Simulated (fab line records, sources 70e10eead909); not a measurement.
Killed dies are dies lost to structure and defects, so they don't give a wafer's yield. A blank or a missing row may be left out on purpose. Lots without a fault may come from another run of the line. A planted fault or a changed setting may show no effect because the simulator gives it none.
fab line records | flow nand_harc
record lots=24 wafers=72 last_day=27
route steps=1159 shown P_GATE@155 P_M0@268 P_M1@300 P_M2@339
lots that met no fault: from a run of the same line without faults
start_h: hours from the record's first day to the start of the lot's first wafer shown | wait_h: hours since the lot's step before | " the same as in the row above | L1.1+2: a row that stands for several wafers | - no value, or no start given | * or withheld: withheld | < > ~ a bound
route shown NAME@n: a module of which the file shows steps, and the number in the route of the first | usual: mean/standard deviation of fault-free wafers | same: alike in all rows | chamber/n: place in a boat | sites: the reading at each site | _std_site: their standard deviation | _edge_site: outer sites' mean less inner sites' | radius_mm: how far each site lies from the wafer's centre | mask NAME#n: copy n | behind: the tool/chamber that last shaped the wafer | hold: why the lot was held/for how many hours/how that ended | device: the transistor (n, p or np) that didn't switch | end of line: the same wafers' tests at the end of the route | a step without rows: its recipe alone | killed: dies lost to structure and defects at the first sort, not the wafer's yield | map: a wafer's dies, x killed, . not, _ none there
set.NAME: the setting as run; set.NAME@STEP: as run at that earlier step | model.NAME: the simulator's own value behind a step, which no gauge read
steps of the route over a sample of lots; a table a step, a row a wafer
services: from which hour (start_h, from the record's first day; less than 0 if before it) a tool's chamber was out of use, for how many hours, and why
## steps
# step NHARC_P_GATE_ALD_36
# recipe target_thk_a=200 pulse_time_s=60 ald_cycles=223 temp_c=400 material=SiNx
# usual heater_power_w=866/100 precursor_pulse_height_rel=1.001/0.017
# columns lot.wafer tool chamber start_h wait_h heater_power_w precursor_pulse_height_rel
L074.1 ald_sin-04 0 81.94 - 807 1.010
L074.5 " 2 84.05 - 912 1.001
L074.6 " 3 85.11 - 934 0.986
L075.2 ald_sin-03 2 98.92 - 914 1.040
L075.3 " 3 99.99 - 810 1.006
L075.6 " 2 103.20 - 930 1.024
L076.4 ald_sin-02 3 99.11 - 698 1.012
L076.3 " 0 100.16 - 1085 1.004
L076.1 " 2 102.26 - 804 1.019
L077.1 ald_sin-04 0 107.47 - 812 1.018
L077.4 " 3 110.71 - 951 1.017
L077.6 " 0 111.78 - 815 0.979
L078.4 ald_sin-02 1 113.79 - 783 0.991
L078.1 " 0 116.94 - 1099 1.017
L078.5 " 2 119.04 - 801 1.018
L079.4 ald_sin-03 2 123.69 - 946 1.011
L079.6 " 3 124.74 - 822 1.000
L079.5 " 0 125.78 - 960 1.018
L080.1 ald_sin-04 0 132.53 - 807 0.984
L080.2 " 1 133.58 - 753 1.003
L080.4 " 2 134.64 - 925 1.030
L082.4 ald_sin-02 1 133.10 - 777 1.021
L082.2 " 2 134.16 - 824 1.012
L082.6 " 2 138.40 - 813 1.015
L081.3 ald_sin-03 2 133.94 - 964 0.985
L081.4 " 3 134.99 - 834 0.995
L081.2 " 0 136.04 - 932 0.996
L084.3 ald_sin-04 0 145.16 - 816 0.988
L084.1 " 3 148.38 - 969 1.009
L084.5 " 0 149.45 - 826 0.997
L083.3 ald_sin-02 0 148.06 - 1051 1.010
L083.5 " 2 150.15 - 846 0.999
L083.6 " 3 151.19 - 709 1.011
L086.2 ald_sin-02 3 171.77 - 722 0.985
L086.4 " 1 173.90 - 777 0.978
L086.6 " 0 177.10 - 1084 0.977
L085.4 ald_sin-03 1 172.68 - 952 1.003
L085.5 " 3 174.79 - 827 0.962
L085.6 " 0 175.84 - 934 1.017
L088.2 ald_sin-04 2 173.68 - 924 0.992
L088.5 " 0 175.80 - 815 1.001
L088.6 " 1 176.86 - 753 0.970
L087.5 ald_sin-03 0 181.08 - 964 0.976
L087.6 " 1 182.48 - 983 1.009
L087.4 " 3 183.87 - 835 1.016
L089.3 ald_sin-02 0 185.86 - 1048 0.989
L089.2 " 2 188.00 - 846 0.971
L089.6 " 3 189.06 - 692 0.983
L090.2 ald_sin-04 2 185.94 - 933 1.004
L090.1 " 3 186.99 - 937 0.983
L090.5 " 0 188.03 - 805 0.990
L091.1 ald_sin-03 2 193.90 - 981 1.015
L091.4 " 3 194.95 - 842 0.989
L091.3 " 0 195.99 - 964 0.995
L092.2 ald_sin-04 0 199.99 - 812 1.035
L092.6 " 0 204.31 - 803 1.004
L092.5 " 1 205.39 - 745 0.932
L094.1 ald_sin-02 2 209.69 - 822 1.006
L094.6 " 1 212.89 - 795 1.002
L094.5 " 2 213.96 - 827 0.996
L093.1 ald_sin-03 2 211.07 - 951 1.026
L093.2 " 3 212.48 - 853 0.993
L093.5 " 0 213.88 - 948 0.992
L095.1 ald_sin-04 0 219.99 - 807 1.012
L095.2 " 1 221.05 - 730 1.015
L095.6 " 0 224.24 - 801 1.002
L096.2 ald_sin-02 0 223.81 - 1083 1.016
L096.6 " 2 225.90 - 820 1.010
L096.5 " 3 226.94 - 717 1.007
L097.4 ald_sin-04 0 239.24 - 833 0.989
L097.3 " 1 240.29 - 743 1.002
L097.6 " 0 243.43 - 813 0.998
# step NHARC_P_M0_ETCH_15
# recipe target_depth_a=1500 overetch_a=150 time_s=82.5 c4f8_flow_sccm=withheld ar_flow_sccm=400 rf_w=600 bias_w=300 chemistry=C4F8/Ar
# usual chamber_pressure_mTorr=24.999/0.023 oes_product_au=0.957/0.023 rf_fwd_power_W=594.7/2.7 rf_vpp_V=441.1/2.4
# same time_s=82.5
# columns lot.wafer tool chamber start_h wait_h chamber_pressure_mTorr oes_product_au rf_fwd_power_W rf_hours_counter_h rf_vpp_V
L074.1 rie_diel-05 1 - - 25.022 0.973 598.6 7 441.6
L074.6 " 3 " " 25.020 0.984 596.0 - 442.0
L074.5 " 0 " " 24.996 0.963 598.3 - 440.9
L075.3 rie_diel-05 0 - - 24.995 0.963 598.9 9 439.6
L075.2 " 2 " " 25.001 0.974 594.9 9 438.6
L075.6 " 0 " " 24.997 0.957 595.7 - 441.3
L076.4 rie_diel-02 2 - - 25.025 0.929 589.4 11 446.1
L076.1 " 0 " " 25.009 0.921 596.0 12 438.9
L076.3 " 1 " " 25.002 0.938 594.0 12 445.1
L077.1 rie_diel-02 2 - - 24.997 0.942 595.2 12 444.2
L077.4 " 0 " " 25.026 0.946 594.7 12 440.0
L077.6 " 2 " " 24.980 0.945 594.1 - 444.1
L078.1 rie_diel-02 1 - - 24.995 0.927 594.8 12 445.0
L078.4 " 0 " " 24.963 0.917 595.5 12 439.6
L078.5 " 2 " " 24.994 0.924 593.4 - 445.2
L079.4 rie_diel-02 2 - - 25.040 0.928 590.6 12 444.9
L079.5 " 3 " " 25.002 0.909 599.9 - 439.5
L079.6 " 0 " " 24.957 0.925 593.5 - 441.1
L080.2 rie_diel-05 2 - - 25.019 0.976 592.1 10 436.7
L080.1 " 3 " " 24.990 0.954 595.3 11 442.3
L080.4 " 0 " " 24.993 0.957 595.6 11 439.9
L082.2 rie_diel-10 2 - - 24.988 0.918 593.5 12 440.5
L082.4 " 3 " " 25.008 0.926 595.0 - 438.2
L082.6 " 2 " " 25.034 0.918 595.3 - 439.4
L081.3 rie_diel-10 3 - - 24.995 0.923 595.3 12 441.0
L081.2 " 0 " " 24.986 0.923 594.4 12 444.4
L081.4 " 3 " " 25.006 0.929 594.3 - 438.6
L084.3 rie_diel-10 3 - - 24.987 0.923 596.2 14 439.1
L084.1 " 0 " " 24.964 0.918 594.2 14 443.7
L084.5 " 0 " " 25.023 0.917 590.9 - 442.2
L083.3 rie_diel-02 2 - - 25.018 0.965 590.4 1 447.1
L083.6 " 2 " " 25.015 0.945 589.7 - 445.9
L083.5 " 3 " " 24.997 0.959 598.7 - 440.5
L085.4 rie_diel-10 3 - - 25.017 0.972 591.9 1 437.8
L085.5 " 0 " " 25.018 0.944 591.6 - 443.7
L085.6 " 1 " " 25.023 0.959 588.9 - 441.7
L088.2 rie_diel-02 0 - - 25.024 0.968 597.9 3 438.8
L088.6 " 3 " " 24.971 0.953 595.3 - 439.0
L088.5 " 0 " " 25.049 0.967 598.6 - 439.0
L086.2 rie_diel-02 3 - - 25.044 0.984 595.0 3 439.3
L086.4 " 0 " " 25.020 0.989 595.6 3 438.9
L086.6 " 3 " " 24.990 0.982 597.9 - 438.4
L087.4 rie_diel-05 1 - - 25.001 0.965 593.5 3 441.4
L087.6 " 0 " " 25.010 0.984 597.2 - 440.6
L087.5 " 1 " " 25.035 0.971 594.0 - 439.7
L090.2 rie_diel-05 3 - - 24.975 0.985 594.0 3 440.8
L090.1 " 1 " " 25.027 0.961 591.7 3 440.4
L090.5 " 3 " " 24.960 0.985 598.4 - 442.4
L089.3 rie_diel-05 3 - - 25.008 0.995 594.6 3 440.9
L089.2 " 0 " " 25.029 0.977 598.5 3 440.9
L089.6 " 2 " " 24.944 0.962 592.2 - 437.0
L091.3 rie_diel-10 0 - - 24.993 0.971 590.3 3 444.3
L091.1 " 1 " " 24.985 0.959 592.5 3 440.2
L091.4 " 2 " " 25.007 0.958 595.8 3 440.1
L092.2 rie_diel-02 0 - - 24.995 0.964 595.9 4 439.1
L092.6 " 3 " " 24.981 0.947 595.7 - 439.7
L092.5 " 0 " " 25.012 0.965 595.3 - 438.8
L094.1 rie_diel-10 3 - - 24.951 0.978 596.2 4 439.7
L094.6 " 3 " " 25.031 0.972 595.5 - 438.2
L094.5 " 0 " " 24.987 0.963 590.1 - 442.7
L093.1 rie_diel-02 1 - - 24.996 0.975 595.6 4 444.2
L093.2 " 3 " " 25.017 0.943 598.1 6 440.5
L093.5 " 1 " " 25.017 0.966 594.8 - 443.7
L095.2 rie_diel-05 3 - - 25.027 0.971 596.6 5 439.2
L095.1 " 2 " " 25.004 0.966 593.6 5 437.3
L095.6 " 0 " " 25.014 0.984 598.0 - 440.9
L096.2 rie_diel-10 2 - - 25.014 0.966 597.5 4 439.3
L096.6 " 3 " " 25.016 0.970 596.0 - 437.4
L096.5 " 0 " " 24.985 0.978 587.8 - 442.2
L097.4 rie_diel-10 1 - - 25.025 0.959 595.5 5 440.6
L097.3 " 3 " " 24.999 0.982 595.1 6 438.8
L097.6 " 0 " " 24.978 0.958 592.0 - 441.8
# step NHARC_P_M1_ETCH_15
# recipe target_depth_a=1825 time_s=91.2 c4f8_flow_sccm=withheld ar_flow_sccm=400 rf_w=600 bias_w=300 chemistry=C4F8/Ar
# usual chamber_pressure_mTorr=25.003/0.025 oes_product_au=0.960/0.021 rf_fwd_power_W=596.3/1.8 rf_vpp_V=441.9/2.8
# same time_s=91.2
# columns lot.wafer tool chamber start_h wait_h chamber_pressure_mTorr oes_product_au rf_fwd_power_W rf_hours_counter_h rf_vpp_V
L074.1 rie_diel-07 1 - - 24.977 0.922 597.6 1.2 446.0
L074.6 " 0 " " 25.000 0.934 594.2 - 444.2
L074.5 " 1 " " 25.015 0.926 599.2 - 443.3
L075.2 rie_diel-07 0 - - 25.027 0.996 596.9 2.0 445.7
L075.3 " 2 " " 25.026 0.966 595.8 1.8 443.3
L075.6 " 0 " " 24.999 0.989 596.5 - 444.4
L076.1 rie_diel-12 1 - - 24.990 0.917 593.2 5.0 437.9
L076.3 " 3 " " 24.969 0.905 594.6 4.6 437.7
L076.4 " 0 " " 25.041 0.928 596.3 5.1 442.0
L077.1 rie_diel-07 3 - - 24.989 0.935 595.9 1.6 445.4
L077.4 " 0 " " 25.065 0.923 595.0 2.1 443.8
L077.6 " 1 " " 25.029 0.928 594.1 - 443.9
L078.1 rie_diel-12 3 - - 25.008 0.924 595.7 5.1 440.2
L078.4 " 0 " " 25.010 0.928 597.4 5.5 440.0
L078.5 " 3 " " 24.984 0.923 597.1 - 440.0
L079.4 rie_diel-07 0 - - 24.992 0.993 596.5 2.6 445.0
L079.6 " 1 " " 25.010 0.961 598.7 - 442.9
L079.5 " 2 " " 24.951 0.958 598.2 - 442.8
L080.1 rie_diel-12 2 - - 25.019 0.977 592.6 7.1 443.5
L080.2 " 3 " " 25.001 0.958 598.3 7.1 439.6
L080.4 " 0 " " 25.006 0.965 600.7 7.7 442.8
L082.4 rie_diel-01 2 - - 25.004 0.958 598.5 2.2 443.6
L082.2 " 3 " " 24.995 0.961 596.5 2.1 442.6
L082.6 " 0 " " 25.038 0.972 595.4 - 441.3
L081.3 rie_diel-01 0 - - 24.995 0.984 596.8 1.5 439.8
L081.4 " 2 " " 24.977 0.972 601.0 2.2 442.3
L081.2 " 3 " " 25.008 0.960 596.5 2.2 443.3
L084.1 rie_diel-07 1 - - 24.988 0.957 596.8 2.9 444.2
L084.3 " 3 " " 25.001 0.986 596.9 2.5 444.7
L084.5 " 2 " " 24.971 0.980 595.9 - 442.6
L083.3 rie_diel-01 1 - - 24.980 0.943 596.7 2.2 436.7
L083.6 " 1 " " 24.989 0.943 595.7 - 437.1
L083.5 " 2 " " 24.993 0.930 598.6 - 443.9
L085.4 rie_diel-01 0 - - 25.027 0.963 596.4 3.9 441.0
L085.5 " 1 " " 25.001 0.954 595.1 - 438.2
L085.6 " 2 " " 25.056 0.972 598.2 - 442.5
L088.2 rie_diel-12 3 - - 24.983 0.988 599.1 9.9 440.0
L088.6 " 1 " " 24.991 0.966 595.7 - 436.7
L088.5 " 2 " " 25.030 0.982 596.9 - 443.7
L086.2 rie_diel-01 0 - - 24.982 0.981 592.5 4.2 440.9
L086.4 " 1 " " 24.984 0.971 597.1 4.2 436.4
L086.6 " 0 " " 25.037 0.978 597.3 - 440.6
L087.4 rie_diel-12 0 - - 24.993 0.980 595.3 0.1 441.9
L087.6 " 0 " " 25.015 0.990 593.1 - 441.8
L087.5 " 1 " " 24.987 0.969 597.5 - 436.9
L090.1 rie_diel-12 1 - - 25.035 0.978 596.3 0.7 439.5
L090.2 " 3 " " 25.036 0.991 599.7 0.8 440.0
L090.5 " 0 " " 25.027 0.985 598.3 - 442.0
L089.2 rie_diel-01 2 - - 25.063 0.957 596.9 5.3 443.7
L089.3 " 1 " " 24.957 0.963 597.6 7.4 437.2
L089.6 " 1 " " 25.027 0.962 595.5 - 438.8
L091.3 rie_diel-07 3 - - 25.017 0.969 597.5 3.5 446.1
L091.1 " 1 " " 25.012 0.972 594.9 3.9 444.1
L091.4 " 2 " " 24.966 0.972 596.2 3.7 442.3
L092.2 rie_diel-12 2 - - 24.973 0.980 597.6 0.8 444.4
L092.5 " 1 " " 25.021 0.986 592.2 - 437.8
L092.6 " 2 " " 24.966 0.973 596.0 - 442.7
L094.1 rie_diel-07 3 - - 24.976 0.977 597.5 0.0 445.8
L094.5 " 3 " " 25.020 0.978 596.2 - 444.9
L094.6 " 0 " " 24.987 0.971 591.7 - 445.6
L093.2 rie_diel-12 0 - - 25.005 0.965 597.5 1.6 440.6
L093.1 " 1 " " 24.962 0.965 594.6 1.3 437.7
L093.5 " 0 " " 25.003 0.960 598.1 - 440.6
L095.1 rie_diel-12 2 - - 25.015 0.965 595.7 1.4 443.6
L095.2 " 3 " " 25.038 0.977 598.1 1.6 440.6
L095.6 " 2 " " 24.991 0.965 596.5 - 445.1
L096.2 rie_diel-01 3 - - 25.026 0.934 597.2 5.8 443.4
L096.6 " 0 " " 25.008 0.947 598.3 - 442.5
L096.5 " 1 " " 25.003 0.929 596.0 - 437.6
L097.4 rie_diel-07 0 - - 25.036 0.970 595.3 0.7 444.3
L097.3 " 2 " " 24.999 0.962 595.5 0.7 443.4
L097.6 " 3 " " 25.020 0.970 596.3 - 446.0
# step NHARC_P_M1_PVD_20
# recipe target_thk_a=50 bias_v=168.6 power_w=15000 chamber_pressure_pa=0.12 time_s=8.06 substrate_temp_c=50 material=TaN
# usual throttle_valve_pct=29.8/0.99
# same time_s=8.06
# columns lot.wafer tool chamber start_h wait_h throttle_valve_pct
L074.1 pvd_sputter-02 - - - 29.3
L074.6 " - " " 30.8
L074.5 " - " " 30.4
L075.3 pvd_sputter-01 - - - 28.2
L075.2 " - " " 29.6
L075.6 " - " " 28.2
L076.4 pvd_sputter-01 - - - 30.8
L076.3 " - " " 29.5
L076.1 " - " " 30.6
L077.1 pvd_sputter-02 - - - 30.6
L077.4 " - " " 30.2
L077.6 " - " " 30.5
L078.4 pvd_sputter-01 - - - 29.4
L078.1 " - " " 28.4
L078.5 " - " " 29.4
L079.4 pvd_sputter-01 - - - 30.6
L079.6 " - " " 30.8
L079.5 " - " " 29.4
L080.2 pvd_sputter-03 - - - 30.4
L080.4 " - " " 29.0
L080.1 " - " " 30.9
L082.4 pvd_sputter-03 - - - 29.1
L082.2 " - " " 29.1
L082.6 " - " " 30.5
L081.3 pvd_sputter-03 - - - 30.5
L081.4 " - " " 28.6
L081.2 " - " " 29.0
L084.3 pvd_sputter-02 - - - 30.1
L084.1 " - " " 29.1
L084.5 " - " " 30.6
L083.3 pvd_sputter-01 - - - 31.1
L083.5 " - " " 28.2
L083.6 " - " " 30.3
L085.4 pvd_sputter-01 - - - 31.3
L085.5 " - " " 31.3
L085.6 " - " " 28.5
L088.2 pvd_sputter-03 - - - 29.1
L088.6 " - " " 28.8
L088.5 " - " " 29.2
L086.4 pvd_sputter-03 - - - 31.0
L086.2 " - " " 29.0
L086.6 " - " " 30.9
L087.4 pvd_sputter-03 - - - 29.0
L087.5 " - " " 30.5
L087.6 " - " " 29.2
L090.2 pvd_sputter-01 - - - 27.7
L090.1 " - " " 28.4
L090.5 " - " " 27.7
L089.3 pvd_sputter-02 - - - 30.1
L089.2 " - " " 29.9
L089.6 " - " " 29.0
L091.4 pvd_sputter-01 - - - 27.9
L091.1 " - " " 30.9
L091.3 " - " " 30.6
L092.2 pvd_sputter-03 - - - 29.0
L092.5 " - " " 29.0
L092.6 " - " " 29.1
L094.1 pvd_sputter-01 - - - 27.9
L094.6 " - " " 27.9
L094.5 " - " " 31.2
L093.1 pvd_sputter-03 - - - 29.0
L093.2 " - " " 29.1
L093.5 " - " " 31.0
L095.2 pvd_sputter-03 - - - 29.2
L095.1 " - " " 29.0
L095.6 " - " " 29.2
L096.2 pvd_sputter-02 - - - 29.2
L096.6 " - " " 30.2
L096.5 " - " " 29.6
L097.4 pvd_sputter-03 - - - 31.1
L097.3 " - " " 30.2
L097.6 " - " " 31.3
# step NHARC_P_M1_THK_MEAS_24
# recipe thk_meas_gauge=xrf
# usual thk_nm=157.7/1.5
# columns lot.wafer tool chamber start_h wait_h thk_nm
L074.1 film_metro-01 - 112.68 - 159.3
L074.5 " - " " 156.7
L074.6 " - " " 162.2
L075.2 film_metro-02 - 134.45 - 158.3
L075.3 " - " " 156.7
L075.6 " - " " 157.8
L076.1 film_metro-02 - 135.72 - 158.7
L076.3 " - " " 157.7
L076.4 " - " " 158.8
L077.1 film_metro-02 - 138.42 - 157.9
L077.4 " - " " 158.6
L077.6 " - " " 159.7
L078.1 film_metro-01 - 144.06 - 156.4
L078.4 " - " " 159.4
L078.5 " - " " 158.9
L079.4 film_metro-02 - 151.58 - 155.7
L079.5 " - " " 156.4
L079.6 " - " " 156.6
L080.1 film_metro-01 - 165.33 - 158.1
L080.2 " - " " 159.3
L080.4 " - " " 161.6
L082.2 film_metro-02 - 166.48 - 155.0
L082.4 " - " " 155.9
L082.6 " - " " 156.2
L081.2 film_metro-02 - 167.62 - 154.9
L081.3 " - " " 157.5
L081.4 " - " " 158.0
L084.1 film_metro-02 - 175.49 - 156.5
L084.3 " - " " 158.3
L084.5 " - " " 157.4
L083.3 film_metro-01 - 176.17 - 157.2
L083.5 " - " " 159.9
L083.6 " - " " 157.4
L085.4 film_metro-01 - 201.58 - 156.6
L085.5 " - " " 157.4
L085.6 " - " " 153.6
L088.2 film_metro-02 - 202.81 - 156.0
L088.5 " - " " 158.1
L088.6 " - " " 156.5
L086.2 film_metro-01 - 203.10 - 159.1
L086.4 " - " " 160.4
L086.6 " - " " 158.2
L087.4 film_metro-02 - 216.27 - 157.5
L087.5 " - " " 159.8
L087.6 " - " " 159.0
L090.1 film_metro-02 - 223.75 - 159.0
L090.2 " - " " 159.0
L090.5 " - " " 159.4
L089.2 film_metro-01 - 227.01 - 158.6
L089.3 " - " " 158.1
L089.6 " - " " 156.1
L091.1 film_metro-01 - 227.99 - 159.3
L091.3 " - " " 159.4
L091.4 " - " " 155.8
L092.2 film_metro-01 - 229.64 - 157.4
L092.5 " - " " 156.0
L092.6 " - " " 158.7
L094.1 film_metro-01 - 239.72 - 156.6
L094.5 " - " " 158.3
L094.6 " - " " 158.1
L093.1 film_metro-02 - 244.42 - 159.6
L093.2 " - " " 157.0
L093.5 " - " " 159.4
L095.1 film_metro-01 - 249.39 - 157.2
L095.2 " - " " 157.8
L095.6 " - " " 156.7
L096.2 film_metro-02 - 251.50 - 159.9
L096.5 " - " " 157.2
L096.6 " - " " 158.1
L097.3 film_metro-02 - 268.47 - 156.7
L097.4 " - " " 158.6
L097.6 " - " " 156.7
# step NHARC_P_M2_PRE_CLEAN_30
# recipe time_s=30 temp_c=280 gas=H2/He
# usual heater_power_w=423/35
# same time_s=30
# columns lot.wafer tool chamber start_h wait_h heater_power_w
L074.1 pvd_sputter-02 - - - 395
L074.5 " - " " 394
L074.6 " - " " 417
L075.2 pvd_sputter-01 - - - 414
L075.3 " - " " 411
L075.6 " - " " 411
L076.3 pvd_sputter-01 - - - 465
L076.1 " - " " 416
L076.4 " - " " 420
L077.1 pvd_sputter-01 - - - 424
L077.4 " - " " 463
L077.6 " - " " 468
L078.4 pvd_sputter-03 - - - 468
L078.1 " - " " 420
L078.5 " - " " 352
L079.4 pvd_sputter-01 - - - 419
L079.5 " - " " 432
L079.6 " - " " 419
L080.1 pvd_sputter-02 - - - 397
L080.2 " - " " 392
L080.4 " - " " 475
L082.4 pvd_sputter-01 - - - 413
L082.2 " - " " 450
L082.6 " - " " 404
L081.4 pvd_sputter-02 - - - 428
L081.2 " - " " 397
L081.3 " - " " 465
L084.1 pvd_sputter-03 - - - 424
L084.3 " - " " 460
L084.5 " - " " 355
L083.3 pvd_sputter-02 - - - 477
L083.5 " - " " 419
L083.6 " - " " 393
L085.4 pvd_sputter-02 - - - 459
L085.6 " - " " 391
L085.5 " - " " 468
L088.2 pvd_sputter-03 - - - 459
L088.6 " - " " 347
L088.5 " - " " 460
L086.4 pvd_sputter-02 - - - 465
L086.2 " - " " 418
L086.6 " - " " 392
L087.4 pvd_sputter-01 - - - 436
L087.5 " - " " 435
L087.6 " - " " 403
L090.2 pvd_sputter-02 - - - 377
L090.1 " - " " 386
L090.5 " - " " 381
L089.3 pvd_sputter-02 - - - 433
L089.2 " - " " 386
L089.6 " - " " 435
L091.3 pvd_sputter-03 - - - 462
L091.1 " - " " 422
L091.4 " - " " 347
L092.2 pvd_sputter-02 - - - 383
L092.6 " - " " 396
L092.5 " - " " 439
L094.1 pvd_sputter-02 - - - 404
L094.5 " - " " 440
L094.6 " - " " 379
L093.1 pvd_sputter-01 - - - 411
L093.2 " - " " 458
L093.5 " - " " 410
L095.1 pvd_sputter-02 - - - 496
L095.2 " - " " 400
L095.6 " - " " 387
L096.2 pvd_sputter-02 - - - 436
L096.6 " - " " 481
L096.5 " - " " 415
L097.3 pvd_sputter-03 - - - 440
L097.4 " - " " 354
L097.6 " - " " 412
## services
# columns tool chamber start_h hours kind
pvd_sputter-01 - 58.66 2.7 repair
ald_sin-04 - 62.91 10.0 pm
rie_diel-12 2 79.52 9.7 repair
rie_diel-10 1 89.64 6.7 repair
rie_diel-07 3 91.27 1.9 repair
rie_diel-10 0 92.79 2.4 repair
rie_diel-12 3 95.51 6.7 repair
rie_diel-12 2 99.21 3.8 repair
pvd_sputter-03 - 102.00 10.0 pm
rie_diel-10 0 110.67 8.8 repair
pvd_sputter-01 - 124.79 1.1 repair
pvd_sputter-02 - 140.30 20.0 repair
rie_diel-02 - 150.70 9.0 pm
pvd_sputter-01 - 158.00 10.0 pm
rie_diel-10 1 159.47 15.9 repair
ald_sin-04 1 165.04 1.7 repair
rie_diel-12 1 175.73 6.7 repair
rie_diel-02 3 196.72 6.7 repair
rie_diel-12 - 202.40 9.0 pm
pvd_sputter-03 - 204.12 0.7 repair
rie_diel-02 1 210.53 15.4 repair
pvd_sputter-02 - 214.00 10.0 pm
pvd_sputter-02 - 246.93 1.6 repair
rie_diel-12 - 254.35 0.8 repair
## key
fault none
